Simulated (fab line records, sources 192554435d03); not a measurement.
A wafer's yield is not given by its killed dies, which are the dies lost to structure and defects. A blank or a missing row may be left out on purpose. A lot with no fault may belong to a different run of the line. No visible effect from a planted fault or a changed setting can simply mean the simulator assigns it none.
fab line records	flow n5Finfet
record: lots: 7	wafers: 21
route steps=1938 shown ZERO_LAYER@4 WELL_APT@24 FIN_SAQP@109 DUMMY_GATE@246 SD_EPI_N@288 SD_EPI_P@321 SD_ACTIVATION@331 HKMG_FIN@424
startH: hours from the record's opening day to when the first of the lot's shown wafers began	waitH: hours since the lot's step before	" the same as in the row above	L1.1+2: a row that stands for several wafers	- no value, or no start given	* or withheld: withheld	< > ~ a bound
route shown NAME@n: names a module that has steps shown in the file, with the first one's number in the route	usual: average and standard deviation across the fault-free wafers	same: alike in all rows	chamber/n: place in a boat	sites: each site's reading	_std_site: the standard deviation of these	_edge_site: mean of outer sites minus mean of inner sites	radiusMm: for every site, how far away it sits from the centre of the wafer	mask NAME#n: copy n	behind: the last tool/chamber to shape the wafer	hold: cause of the lot's hold/its duration in hours/its outcome	device: transistor that didn't switch, given as n, p or np	end of line: the same wafers' tests at the end of the route	a step given without rows: its recipe and nothing more	killed: count of dies lost to structure and defects at first sort (not the wafer's yield)	map: shows each die of a wafer: x if killed, . if not, _ if none is there
set.NAME: the setting that was run; set.NAME@STEP: the one run at that earlier step	model.NAME: the simulator's own value behind a step, which no gauge read
lots where settings were altered on purpose, with a table for each step and a row for each wafer
== steps ==
step: N5_ZERO_LAYER_PECVD_02
recipe: material: SiO2	targetThkA: 100	tempC: 400	precursor: SiH4/N2O	pressureTorr: 0.75	rfW: 275	timeS: 6
lot.wafer	tool	chamber	startH	waitH	set.timeS	model.SiO2_of_ZERO_LAYER_PECVD_02.thkNm
L079.1	pecvd-01	0	42.54	0.0	6	9.821
L079.3	"	1	"	"	6.865	11.38
L079.6	"	2	"	"	6.865	11.46
L080.1	pecvd-03	0	48.30	0.0	6	10.13
L080.3	"	1	"	"	6	10.25
L080.5	"	1	"	"	6.485	11.02
L090.2	pecvd-04	1	108.28	0.0	6	10.02
L090.3	"	0	"	"	6	9.911
L090.4	"	0	"	"	5.169	8.76
L093.1	pecvd-04	0	126.28	0.0	6	9.926
L093.2	"	1	"	"	6	10.13
L093.4	"	0	"	"	6	10.1
L095.3	pecvd-04	2	138.29	0.0	6	9.954
L095.5	"	2	"	"	6	10.26
L095.6	"	0	"	"	6	10.18
L096.1	pecvd-01	0	144.28	0.0	6	9.95
L096.3	"	1	"	"	6.757	11.1
L096.5	"	2	"	"	6	10.27
L097.3	pecvd-03	1	150.28	0.0	6.535	11.03
L097.5	"	0	"	"	6	10.1
L097.6	"	2	"	"	6	9.977
step: N5_WELL_APT_EXPOSE_05
recipe: maskId: NWELL	na: 0.8	sourceShape: conventional	sigmaOuter: 0.8	polarization: unpolarized	defocusNm: 0	targetCdNm: 200	doseMj: 20.3
lot.wafer	tool	chamber	startH	waitH	mask	set.doseMj
L079.1+3+6	krfScanner-02	0	43.96	-	NWELL#0	20.3
L080.1+3+5	krfScanner-02	0	49.49	-	NWELL#0	20.3
L090.2+4	krfScanner-02	0	109.39	-	NWELL#0	20.3
L090.3	"	0	"	"	NWELL#0	19.9
L093.1+2+4	krfScanner-02	0	127.42	-	NWELL#0	20.3
L095.3+6	krfScanner-02	0	139.43	-	NWELL#0	19.38
L095.5	"	0	"	"	NWELL#0	20.3
L096.1+5	krfScanner-02	0	145.38	-	NWELL#0	19.23
L096.3	"	0	"	"	NWELL#0	20.3
L097.3+6	krfScanner-02	0	151.53	-	NWELL#0	20.3
L097.5	"	0	"	"	NWELL#0	20.71
step: N5_WELL_APT_PEB_06
recipe: pebTempC: 130	pebTimeS: 90
lot.wafer	tool	chamber	startH	waitH	set.pebTimeS
L079.1	lithoTrack-05	0	44.02	0.1	90
L079.3+6	"	0	"	"	80.6
L080.1+3	lithoTrack-03	0	49.55	0.1	90
L080.5	"	0	"	"	76.86
L090.2+3	lithoTrack-01	0	109.44	0.0	96.3
L090.4	"	0	"	"	90
L093.1+2+4	lithoTrack-05	0	127.47	0.1	90
L095.3	lithoTrack-05	0	139.48	0.0	90
L095.5+6	"	0	"	"	108.4
L096.1+5	lithoTrack-05	0	145.44	0.1	72.78
L096.3	"	0	"	"	90
L097.3+5	lithoTrack-01	0	151.57	0.0	90
L097.6	"	0	"	"	104.7
step: N5_WELL_APT_DEVELOP_07
recipe: developTimeS: 45	rinseLiquid: surfactantRinse	dry: airSpin	devTempC: 21
step: N5_WELL_APT_HARDBAKE_12
recipe: tempC: 130	timeS: 120
step: N5_WELL_APT_CD_MEAS_08
recipe: targetCdNm: 200	landingEnergyEv: 500	detector: seInlens
usual: cdNm: 199.9/1.2
lot.wafer	tool	chamber	startH	waitH	set.doseMj@WELL_APT_EXPOSE_05	set.pebTimeS@WELL_APT_PEB_06	cdNm
L079.1	cdSem-01	0	44.14	-	20.3	90	198.1
L079.3	"	0	"	"	20.3	80.6	194.3
L079.6	"	0	"	"	20.3	80.6	194.6
L080.1	cdSem-02	0	49.67	-	20.3	90	198.7
L080.3	"	0	"	"	20.3	90	198.7
L080.5	"	0	"	"	20.3	76.86	195.2
L090.2	cdSem-02	0	109.56	-	20.3	96.3	203.0
L090.3	"	0	"	"	19.9	96.3	199.3
L090.4	"	0	"	"	20.3	90	200.8
L093.1	cdSem-01	0	127.59	-	20.3	90	198.1
L093.2	"	0	"	"	20.3	90	199.7
L093.4	"	0	"	"	20.3	90	199.0
L095.3	cdSem-02	0	139.59	-	19.38	90	192.4
L095.5	"	0	"	"	20.3	108.4	206.5
L095.6	"	0	"	"	19.38	108.4	198.9
L096.1	cdSem-01	0	145.56	-	19.23	72.78	180.9
L096.3	"	0	"	"	20.3	90	199.2
L096.5	"	0	"	"	19.23	72.78	182.0
L097.3	cdSem-02	0	151.69	-	20.3	90	198.8
L097.5	"	0	"	"	20.71	90	201.4
L097.6	"	0	"	"	20.3	104.7	204.3
step: N5_WELL_APT_DESCUM_13
recipe: chemistry: O2	timeS: 7.9	sourcePowerW: 50	biasPowerW: 20	pressureMtorr: 20	rfFrequencyHz: 2.712e+07	tempC: 40	o2FlowSccm: 225
lot.wafer	tool	chamber	startH	waitH	set.doseMj@WELL_APT_EXPOSE_05	set.pebTimeS@WELL_APT_PEB_06	model.WELL_APT.cdNm
L079.1	rieDiel-05	1	44.56	0.4	20.3	90	197.9
L079.3	"	0	"	"	20.3	80.6	194.4
L079.6	"	3	"	"	20.3	80.6	194.7
L080.1	rieDiel-02	0	49.75	0.0	20.3	90	198.7
L080.3	"	3	"	"	20.3	90	199
L080.5	"	2	"	"	20.3	76.86	195.1
L090.2	rieDiel-05	1	109.85	0.2	20.3	96.3	203
L090.3	"	0	"	"	19.9	96.3	200
L090.4	"	2	"	"	20.3	90	200.8
L093.1	rieDiel-02	1	127.96	0.3	20.3	90	198.3
L093.2	"	3	"	"	20.3	90	199.5
L093.4	"	0	"	"	20.3	90	199.1
L095.3	rieDiel-01	1	139.68	0.0	19.38	90	192.5
L095.5	"	1	"	"	20.3	108.4	206.3
L095.6	"	0	"	"	19.38	108.4	198.8
L096.1	rieDiel-05	3	145.64	0.0	19.23	72.78	181.2
L096.3	"	2	"	"	20.3	90	199.1
L096.5	"	1	"	"	19.23	72.78	181.8
L097.3	rieDiel-01	3	151.77	0.0	20.3	90	198.8
L097.5	"	1	"	"	20.71	90	201.2
L097.6	"	0	"	"	20.3	104.7	204.2
step: N5_FIN_SAQP_PEB_14
recipe: pebTempC: withheld	pebTimeS: 60	resist: CAR-ArF
lot.wafer	tool	chamber	startH	waitH	set.pebTimeS
L079.1+6	lithoTrack-04	0	54.01	0.1	52.06
L079.3	"	0	"	"	60
L080.1+3+5	lithoTrack-04	0	57.95	0.1	60
L090.2+3	lithoTrack-04	0	117.15	0.0	60
L090.4	"	0	"	"	47.59
L093.1+2+4	lithoTrack-04	0	136.24	0.1	60
L095.3+6	lithoTrack-04	0	147.71	0.0	72.78
L095.5	"	0	"	"	60
L096.1	lithoTrack-03	0	153.63	0.1	51.13
L096.3+5	"	0	"	"	60
L097.3	lithoTrack-03	0	159.94	0.0	54.54
L097.5+6	"	0	"	"	60
step: N5_FIN_SAQP_DEVELOP_15
recipe: developTimeS: 30	developer: TMAH	resist: CAR-ArF	devTempC: 23	rinseLiquid: diw	dry: airSpin
step: N5_FIN_SAQP_CD_MEAS_16
recipe: targetCdNm: 35.6	landingEnergyEv: 500	detector: seInlens
usual: cdNm: 35.6/0.31
lot.wafer	tool	chamber	startH	waitH	set.pebTimeS@FIN_SAQP_PEB_14	cdNm
L079.1	cdSem-02	0	54.08	-	52.06	37.2
L079.3	"	0	"	"	60	35.3
L079.6	"	0	"	"	52.06	36.9
L080.1	cdSem-03	0	58.01	-	60	35.8
L080.3	"	0	"	"	60	35.0
L080.5	"	0	"	"	60	35.8
L090.2	cdSem-02	0	117.22	-	60	35.9
L090.3	"	0	"	"	60	35.6
L090.4	"	0	"	"	47.59	38.9
L093.1	cdSem-02	0	136.31	-	60	35.5
L093.2	"	0	"	"	60	35.3
L093.4	"	0	"	"	60	35.9
L095.3	cdSem-02	0	147.78	-	72.78	32.9
L095.5	"	0	"	"	60	35.9
L095.6	"	0	"	"	72.78	32.7
L096.1	cdSem-03	0	153.70	-	51.13	37.9
L096.3	"	0	"	"	60	35.5
L096.5	"	0	"	"	60	35.6
L097.3	cdSem-01	0	160.01	-	54.54	37.2
L097.5	"	0	"	"	60	35.9
L097.6	"	0	"	"	60	35.4
step: N5_DUMMY_GATE_ETCH_32
recipe: chemistry: CF4	target: SiO2	targetDepthA: 35	timeS: 3.9	ionEnergyEv: 350	pressureMtorr: 10	icpW: 800	biasW: 400	cf4FlowSccm: 80
lot.wafer	tool	chamber	startH	waitH	set.timeS	model.etch.depthNm
L079.1	rieSi-05	1	78.57	0.1	4.754	4.304
L079.3	"	2	"	"	3.9	3.503
L079.6	"	1	"	"	3.9	3.533
L080.1	rieSi-05	0	86.63	0.1	3.9	3.495
L080.3	"	2	"	"	3.61	3.237
L080.5	"	1	"	"	3.61	3.247
L090.2	rieSi-06	0	148.94	0.1	3.9	3.5
L090.3	"	3	"	"	4.585	4.209
L090.4	"	1	"	"	4.585	4.118
L093.1	rieSi-02	0	160.31	0.1	3.9	3.547
L093.2	"	3	"	"	3.9	3.541
L093.4	"	2	"	"	3.9	3.494
L095.3	rieSi-05	1	173.23	0.1	3.206	2.904
L095.5	"	2	"	"	3.9	3.507
L095.6	"	3	"	"	3.206	2.868
L096.1	rieSi-05	3	179.71	0.1	3.9	3.485
L096.3	"	1	"	"	3.9	3.56
L096.5	"	3	"	"	3.9	3.513
L097.3	rieSi-06	3	184.77	0.1	3.9	3.575
L097.5	"	2	"	"	4.359	3.95
L097.6	"	3	"	"	3.9	3.525
step: N5_SD_EPI_N_EPI_21
recipe: material: Si:P	dopant: P	tempC: 680	pressureTorr: 255	timeS: 690
lot.wafer	tool	chamber	startH	waitH	set.timeS	model.Si-P_of_SD_EPI_N_EPI_21.thkNm
L079.1	epiRpcvd-02	0	81.85	0.1	690	61.6
L079.3	"	0	"	"	594.4	55.2
L079.6	"	0	"	"	690	61.4
L080.1+3	epiRpcvd-04	0	90.14	0.1	690	59.2
L080.5	"	0	91.26	1.1	581.3	52.4
L090.2	epiRpcvd-01	0	152.88	0.4	750	62.2
L090.3	"	0	"	"	750	62.8
L090.4	"	0	"	"	690	59.4
L093.1+2+4	epiRpcvd-01	0	163.59	0.1	690	58.4
L095.3	epiRpcvd-02	0	176.91	0.7	560.4	51.8
L095.5	"	0	"	"	690	59
L095.6	"	0	"	"	560.4	51
L096.1	epiRpcvd-01	0	183.23	0.2	690	59.4
L096.3	"	0	"	"	590.6	53.6
L096.5	"	0	"	"	690	58.4
L097.3	epiRpcvd-02	0	189.48	0.7	690	58.6
L097.5	"	0	"	"	811.4	65.6
L097.6	"	0	"	"	690	59.6
step: N5_SD_EPI_N_EPI_MEAS_23
recipe: mode: xrd
usual: thkNm: 59.0/1.1
lot.wafer	tool	chamber	startH	waitH	set.timeS@SD_EPI_N_EPI_21	thkNm
L079.1	filmMetro-02	-	83.57	1.4	690	61.3
L079.3	"	-	"	"	594.4	53.8
L079.6	"	-	"	"	690	60.6
L080.1	filmMetro-02	-	91.86	1.4	690	60.8
L080.3	"	-	"	"	690	59.1
L080.5	"	-	"	"	581.3	52.7
L090.2	filmMetro-01	-	154.32	1.2	750	62.8
L090.3	"	-	"	"	750	63.1
L090.4	"	-	"	"	690	58.2
L093.1	filmMetro-01	-	165.33	1.5	690	58.7
L093.2	"	-	"	"	690	58.1
L093.4	"	-	"	"	690	56.8
L095.3	filmMetro-01	-	178.07	0.9	560.4	50.3
L095.5	"	-	"	"	690	59.1
L095.6	"	-	"	"	560.4	52.3
L096.1	filmMetro-01	-	185.52	1.9	690	61.3
L096.3	"	-	"	"	590.6	51.9
L096.5	"	-	"	"	690	57.9
L097.3	filmMetro-02	-	190.64	0.9	690	58.6
L097.5	"	-	"	"	811.4	65.2
L097.6	"	-	"	"	690	57.8
step: N5_SD_EPI_P_EPI_21
recipe: material: SiGe:B	dopant: B	tempC: 550	pressureTorr: 20	ambient: H2	timeS: 355
lot.wafer	tool	chamber	startH	waitH	set.epiGrowthTimeS	model.SiGe-B_of_SD_EPI_P_EPI_21.thkNm
L079.1	epiRpcvd-02	0	86.16	0.1	319.5	57.8
L079.3	"	0	"	"	355	62
L079.6	"	0	87.96	1.8	355	62.6
L080.1	epiRpcvd-02	0	94.22	0.1	355	61.6
L080.3	"	0	"	"	355	62.2
L080.5	"	0	"	"	326.7	59.2
L090.2	epiRpcvd-03	0	157.23	0.5	355	61.4
L090.3	"	0	"	"	364.9	63.2
L090.4	"	0	"	"	355	61
L093.1	epiRpcvd-03	0	168.49	0.2	355	60.4
L093.2	"	0	"	"	355	61.6
L093.4	"	0	"	"	355	61.8
L095.3	epiRpcvd-02	0	181.55	0.8	372.8	63.8
L095.5	"	0	"	"	355	61.6
L095.6	"	0	"	"	355	62.8
L096.1	epiRpcvd-03	0	188.11	0.2	355	60.8
L096.3	"	0	"	"	391.6	64.8
L096.5	"	0	"	"	355	61
L097.3	epiRpcvd-02	0	193.78	0.8	369.1	62.6
L097.5	"	0	"	"	355	60.4
L097.6	"	0	"	"	355	62
step: N5_SD_EPI_P_EPI_MEAS_23
recipe: mode: xrd
usual: thkNm: 61.4/1.2
lot.wafer	tool	chamber	startH	waitH	set.epiGrowthTimeS@SD_EPI_P_EPI_21	thkNm
L079.1	filmMetro-01	-	88.35	1.8	319.5	56.5
L079.3	"	-	"	"	355	62.4
L079.6	"	-	"	"	355	63.9
L080.1	filmMetro-02	-	96.41	1.8	355	62.1
L080.3	"	-	"	"	355	62.9
L080.5	"	-	"	"	326.7	61.9
L090.2	filmMetro-01	-	159.07	1.5	355	61.5
L090.3	"	-	"	"	364.9	62.5
L090.4	"	-	"	"	355	61.8
L093.1	filmMetro-02	-	171.41	2.4	355	60.8
L093.2	"	-	"	"	355	61.9
L093.4	"	-	"	"	355	60.9
L095.3	filmMetro-02	-	183.03	1.1	372.8	64.3
L095.5	"	-	"	"	355	61.5
L095.6	"	-	"	"	355	60.7
L096.1	filmMetro-01	-	191.02	2.4	355	59.6
L096.3	"	-	"	"	391.6	65.3
L096.5	"	-	"	"	355	60.6
L097.3	filmMetro-01	-	195.26	1.1	369.1	63.0
L097.5	"	-	"	"	355	59.2
L097.6	"	-	"	"	355	59.8
step: N5_SD_EPI_P_HM_STRIP_48
recipe: chemistry: H3PO4	tempC: 160	material: SiNx	target: SiNx	targetDepthA: 30	overetchFraction: 0.3
lot.wafer	tool	chamber	startH	waitH	set.epiGrowthTimeS@SD_EPI_P_EPI_21	model.SiGe-B_of_SD_EPI_P_EPI_21.thkNm
L079.1	wetBench-02	2	88.39	0.0	319.5	57.6
L079.3	"	3	"	"	355	61.8
L079.6	"	7	"	"	355	62.4
L080.1	wetBench-01	6	96.45	0.0	355	61.4
L080.3	"	1	"	"	355	61.8
L080.5	"	0	"	"	326.7	59
L090.2	wetBench-01	6	159.10	0.0	355	61.2
L090.3	"	0	"	"	364.9	62.8
L090.4	"	5	"	"	355	60.6
L093.1	wetBench-02	0	171.45	0.0	355	60.2
L093.2+4	"	1,2	"	"	355	61.4
L095.3	wetBench-01	5	183.06	0.0	372.8	63.6
L095.5	"	0	"	"	355	61.4
L095.6	"	3	"	"	355	62.4
L096.1	wetBench-02	0	191.07	0.0	355	60.4
L096.3	"	4	"	"	391.6	64.4
L096.5	"	5	"	"	355	60.6
L097.3	wetBench-05	3	195.29	0.0	369.1	62.2
L097.5	"	5	"	"	355	60
L097.6	"	4	"	"	355	61.8
step: N5_SD_ACTIVATION_LSA_01
recipe: tempC: 1080	timeS: 0.0008	ambient: N2
usual: wafer_temp_C_max: 1086.3/2.7
lot.wafer	tool	chamber	startH	waitH	set.tempC	wafer_temp_C_max
L079.1	laserAnneal-02	0	88.80	0.2	1099	1105.0
L079.3	"	0	"	"	1099	1102.4
L079.6	"	0	"	"	1080	1083.1
L080.1	laserAnneal-01	0	96.89	0.2	1063	1072.1
L080.3	"	0	"	"	1080	1087.9
L080.5	"	0	"	"	1080	1086.3
L090.2	laserAnneal-01	0	159.61	0.2	1080	1088.9
L090.3	"	0	"	"	1080	1089.3
L090.4	"	0	"	"	1058	1069.7
L093.1	laserAnneal-02	0	171.85	0.2	1080	1083.9
L093.2	"	0	"	"	1080	1083.9
L093.4	"	0	"	"	1080	1083.4
L095.3	laserAnneal-02	0	183.50	0.2	1080	1083.6
L095.5	"	0	"	"	1056	1061.6
L095.6	"	0	"	"	1056	1059.9
L096.1	laserAnneal-01	0	191.61	0.2	1080	1088.5
L096.3	"	0	"	"	1080	1089.1
L096.5	"	0	"	"	1080	1086.7
L097.3	laserAnneal-02	0	195.72	0.2	1080	1085.2
L097.5	"	0	"	"	1103	1107.1
L097.6	"	0	"	"	1103	1106.8
step: N5_SD_ACTIVATION_RS_MEAS_03
recipe: thkMeasGauge: four-point-probe
usual: RS_SD_N: 21.9/0.3	RS_SD_P: 56.1/0.82
lot.wafer	tool	chamber	startH	waitH	set.epiGrowthTimeS@SD_EPI_P_EPI_21	RS_SD_N[ohm/sq]	RS_SD_P[ohm/sq]
L079.1	filmMetro-02	-	89.01	0.2	319.5	18.9	59.6
L079.3	"	-	"	"	355	21.4	54.1
L079.6	"	-	"	"	355	21.0	55.0
L080.1	filmMetro-01	-	97.10	0.2	355	23.5	55.2
L080.3	"	-	"	"	355	21.7	54.9
L080.5	"	-	"	"	326.7	24.7	57.5
L090.2	filmMetro-02	-	159.80	0.2	355	20.7	55.8
L090.3	"	-	"	"	364.9	20.4	54.3
L090.4	"	-	"	"	355	24.0	56.9
L093.1	filmMetro-01	-	172.05	0.2	355	22.3	56.5
L093.2	"	-	"	"	355	22.0	55.2
L093.4	"	-	"	"	355	22.2	54.5
L095.3	filmMetro-01	-	183.70	0.2	372.8	25.2	54.2
L095.5	"	-	"	"	355	24.3	56.6
L095.6	"	-	"	"	355	28.3	55.8
L096.1	filmMetro-01	-	191.81	0.2	355	21.8	56.2
L096.3	"	-	"	"	391.6	24.2	52.8
L096.5	"	-	"	"	355	22.0	55.8
L097.3	filmMetro-02	-	195.90	0.2	369.1	22.1	55.2
L097.5	"	-	"	"	355	17.6	57.0
L097.6	"	-	"	"	355	19.4	56.1
step: N5_HKMG_FIN_COAT_06
recipe: resist: CAR-ArF	spinRpm: 1500	resistThkNm: 90
lot.wafer	tool	chamber	startH	waitH	set.spinRpm	model.CAR-ArF_of_HKMG_FIN_COAT_06.thkNm
L079.1+3	lithoTrack-05	0	-	-	1500	89.6
L079.6	"	0	"	"	1500	89.8
L080.1	lithoTrack-01	0	-	-	1500	89.8
L080.3	"	0	"	"	1500	90
L080.5	"	0	"	"	1606	86.8
L090.2	lithoTrack-05	0	-	-	1500	90
L090.3+4	"	0	"	"	1581	87.8
L093.1	lithoTrack-05	0	-	-	1500	89.8
L093.2+4	"	0	"	"	1500	89.6
L095.3	lithoTrack-02	0	-	-	1653	86.4
L095.5	"	0	"	"	1500	90.4
L095.6	"	0	"	"	1653	86.2
L096.1	lithoTrack-05	0	-	-	1500	90
L096.3	"	0	"	"	1500	89.8
L096.5	"	0	"	"	1500	90.4
L097.3+5	lithoTrack-01	0	-	-	1500	90
L097.6	"	0	"	"	1560	88.4
== key ==
split: step: N5_ZERO_LAYER_PECVD_02	setting: timeS	stated: 6	by: wafer
response: step: N5_ZERO_LAYER_PECVD_02	reading: model.SiO2_of_ZERO_LAYER_PECVD_02.thkNm	change: +0.0963	per: 1%	r: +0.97
split: step: N5_WELL_APT_EXPOSE_05	setting: doseMj	stated: 20.3	by: wafer
response: step: N5_WELL_APT_CD_MEAS_08	reading: cdNm	change: +2.62	per: 1%	r: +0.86
response: step: N5_WELL_APT_DESCUM_13	reading: model.WELL_APT.cdNm	change: +2.57	per: 1%	r: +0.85
split: step: N5_WELL_APT_PEB_06	setting: pebTimeS	stated: 90	by: wafer
response: step: N5_WELL_APT_CD_MEAS_08	reading: cdNm	slope: +0.335	per: 1%	togetherWith: doseMj@WELL_APT_EXPOSE_05	explained: 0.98
response: step: N5_WELL_APT_DESCUM_13	reading: model.WELL_APT.cdNm	slope: +0.339	per: 1%	togetherWith: doseMj@WELL_APT_EXPOSE_05	explained: 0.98
split: step: N5_FIN_SAQP_PEB_14	setting: pebTimeS	stated: 60	by: wafer
response: step: N5_FIN_SAQP_CD_MEAS_16	reading: cdNm	change: -0.15	per: 1%	r: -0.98
split: step: N5_DUMMY_GATE_ETCH_32	setting: timeS	stated: 3.9	by: wafer
response: step: N5_DUMMY_GATE_ETCH_32	reading: model.etch.depthNm	change: +0.0358	per: 1%	r: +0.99
split: step: N5_SD_EPI_N_EPI_21	setting: timeS	stated: 690	by: wafer
response: step: N5_SD_EPI_N_EPI_21	reading: model.Si-P_of_SD_EPI_N_EPI_21.thkNm	change: +0.4	per: 1%	r: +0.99
response: step: N5_SD_EPI_N_EPI_MEAS_23	reading: thkNm	change: *	per: 1%	r: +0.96
split: step: N5_SD_EPI_P_EPI_21	setting: epiGrowthTimeS	stated: 355	by: wafer
response: step: N5_SD_EPI_P_EPI_21	reading: model.SiGe-B_of_SD_EPI_P_EPI_21.thkNm	change: +0.395	per: 1%	r: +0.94
response: step: N5_SD_EPI_P_EPI_MEAS_23	reading: thkNm	change: *	per: 1%	r: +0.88
response: step: N5_SD_EPI_P_HM_STRIP_48	reading: model.SiGe-B_of_SD_EPI_P_EPI_21.thkNm	change: +0.392	per: 1%	r: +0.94
response: step: N5_SD_ACTIVATION_RS_MEAS_03	reading: RS_SD_P	change: -0.385	per: 1%	r: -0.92
split: step: N5_SD_ACTIVATION_LSA_01	setting: tempC	stated: 1080	by: wafer
response: step: N5_SD_ACTIVATION_LSA_01	reading: wafer_temp_C_max	change: *	per: 1%	r: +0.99
split: step: N5_HKMG_FIN_COAT_06	setting: spinRpm	stated: 1500	by: wafer
response: step: N5_HKMG_FIN_COAT_06	reading: model.CAR-ArF_of_HKMG_FIN_COAT_06.thkNm	change: -0.412	per: 1%	r: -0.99
